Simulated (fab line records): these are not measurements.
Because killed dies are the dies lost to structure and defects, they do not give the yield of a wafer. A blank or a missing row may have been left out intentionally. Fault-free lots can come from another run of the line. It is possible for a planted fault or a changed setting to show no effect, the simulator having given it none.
Lot-split experiment | flow n5Finfet | 7 lots, 39 wafers read, on a route of 1938 steps

ABOUT THE SPLIT
At N5_MOL_CONTACT_COAG_ETCH_91 (etches SOC in N2/H2, target depth 60 nm, overetch 21 nm, time 101.2 s), the setting timeS was moved away from the recipe's 101.2 s on 18 of the 39 wafers read, by -20.8% to +54.9%. All remaining wafers had this setting at the recipe value.

Reading taken at the split's own step.

THE READING
SiARC_of_MOL_CONTACT_COAG_COAT_76.thkNm (the simulator's own value, which no gauge read), in nm, at N5_MOL_CONTACT_COAG_ETCH_91 (etches SOC in N2/H2, target depth 60 nm, overetch 21 nm, time 101.2 s). There is no usual value for it anywhere in the file. Here, 21 wafers ran the recipe; their average is 5.9 nm with a standard deviation of 0.12 nm.

wafer  | tool, chamber at the split | timeS as run, s | against the recipe | SiARC_of_MOL_CONTACT_COAG_COAT_76.thkNm, nm | against lot-mates on the recipe
L076.1 | rieDiel-03, 1,3,1          | 101.2           | recipe             | 5.8                                         | -
L076.2 | rieDiel-03, 1,3,1          | 101.2           | recipe             | 5.8                                         | -
L076.6 | rieDiel-03, 1,3,1          | 101.2           | recipe             | 5.8                                         | -
L076.3 | rieDiel-03, 0              | 119.9           | +18.5%             | 5.2                                         | -0.6
L076.4 | rieDiel-03, 0              | 119.9           | +18.5%             | 5.2                                         | -0.6
L076.5 | rieDiel-03, 3              | 119.9           | +18.5%             | 5                                           | -0.8
L084.1 | rieDiel-03, 0,2,3          | 101.2           | recipe             | 5.8                                         | -
L084.2 | rieDiel-03, 0,2,3          | 101.2           | recipe             | 5.8                                         | -
L084.6 | rieDiel-03, 0,2,3          | 101.2           | recipe             | 5.8                                         | -
L084.3 | rieDiel-03, 3,1            | 80.19           | -20.8%             | 6.6                                         | +0.8
L084.4 | rieDiel-03, 3,1            | 80.19           | -20.8%             | 6.6                                         | +0.8
L084.5 | rieDiel-03, 2              | 80.19           | -20.8%             | 6.8                                         | +1.0
L085.1 | rieDiel-04, 1              | 101.2           | recipe             | 5.8                                         | -
L085.2 | rieDiel-04, 2              | 101.2           | recipe             | 6                                           | -
L085.3 | rieDiel-04, 3              | 101.2           | recipe             | 5.6                                         | -
L085.4 | rieDiel-04, 2              | 120.1           | +18.7%             | 5.2                                         | -0.6
L085.5 | rieDiel-04, 3              | 120.1           | +18.7%             | 4.8                                         | -1.0
L085.6 | rieDiel-04, 1              | 120.1           | +18.7%             | 5                                           | -0.8
L089.1 | rieDiel-04, 3              | 101.2           | recipe             | 5.8                                         | -
L089.3 | rieDiel-04, 0,2            | 101.2           | recipe             | 6                                           | -
L089.6 | rieDiel-04, 0,2            | 101.2           | recipe             | 6                                           | -
L088.1 | rieDiel-03, 3              | 101.2           | recipe             | 5.8                                         | -
L088.5 | rieDiel-03, 3              | 101.2           | recipe             | 5.8                                         | -
L088.2 | rieDiel-03, 0              | 101.2           | recipe             | 6                                           | -
L088.3 | rieDiel-03, 2,0            | 119.7           | +18.3%             | 5.2                                         | -0.7
L088.6 | rieDiel-03, 2,0            | 119.7           | +18.3%             | 5.2                                         | -0.7
L088.4 | rieDiel-03, 1              | 119.7           | +18.3%             | 4.8                                         | -1.1
L090.1 | rieDiel-05, 0,1,1          | 101.2           | recipe             | 6                                           | -
L090.3 | rieDiel-05, 0,1,1          | 101.2           | recipe             | 6                                           | -
L090.6 | rieDiel-05, 0,1,1          | 101.2           | recipe             | 6                                           | -
L090.2 | rieDiel-05, 2              | 156.8           | +54.9%             | 3.6                                         | -2.4
L090.5 | rieDiel-05, 2              | 156.8           | +54.9%             | 3.6                                         | -2.4
L090.4 | rieDiel-05, 3              | 156.8           | +54.9%             | 4                                           | -2.0
L092.1 | rieDiel-05, 3,1,0          | 127.4           | +25.9%             | 5                                           | -1.0
L092.2 | rieDiel-05, 3,1,0          | 127.4           | +25.9%             | 5                                           | -1.0
L092.5 | rieDiel-05, 3,1,0          | 127.4           | +25.9%             | 5                                           | -1.0
L092.3 | rieDiel-05, 0,1,3          | 101.2           | recipe             | 6                                           | -
L092.4 | rieDiel-05, 0,1,3          | 101.2           | recipe             | 6                                           | -
L092.6 | rieDiel-05, 0,1,3          | 101.2           | recipe             | 6                                           | -
If several chambers appear in one row, that row covers several wafers at once and the file leaves open which wafer was in which chamber.

THE FIT
A straight line over all 39 wafers: SiARC_of_MOL_CONTACT_COAG_COAT_76.thkNm changes by -0.0391 nm for each +1% of timeS; r = -0.98; the points scatter about the line by 0.15 nm.
The same after taking each lot's own level away (the mean of its wafers on the recipe; 39 wafers): -0.041 nm for each +1%; r = -0.99; scatter 0.12 nm.
The reading moves by 2.3 nm for the largest change in timeS, on that fit.
The lots' own levels span 5.80 to 6.00 nm, that is 1.7 times the standard deviation above.
The two slopes agree, so the slope changes little with the lot-to-lot level.
Check: -2.21 nm against its lot-mates is what the line predicts for one of the wafers moved furthest among these (+54.9%) when that wafer is left out of the fit. Against them it came out at -2.4 nm.

FURTHER SPLITS ON THESE WAFERS
Other splits were also applied to these wafers ahead of the reading. Each is held against what the fit with the lots' levels taken away leaves over:
other split on the same wafers      | wafers away from the commonest value | r with SiARC_of_MOL_CONTACT_COAG_COAT_76.thkNm (lot level and that fit taken away)
N5_FIN_SAQP_ETCH_69 targetDepthA    | 15                                   | -0.08
N5_HKMG_FIN_DEVELOP_48 developTimeS | 12                                   | +0.14

THE FILE'S OWN FIT
SiARC_of_MOL_CONTACT_COAG_COAT_76.thkNm changes by -0.0409 nm for each +1% of timeS, r = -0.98.
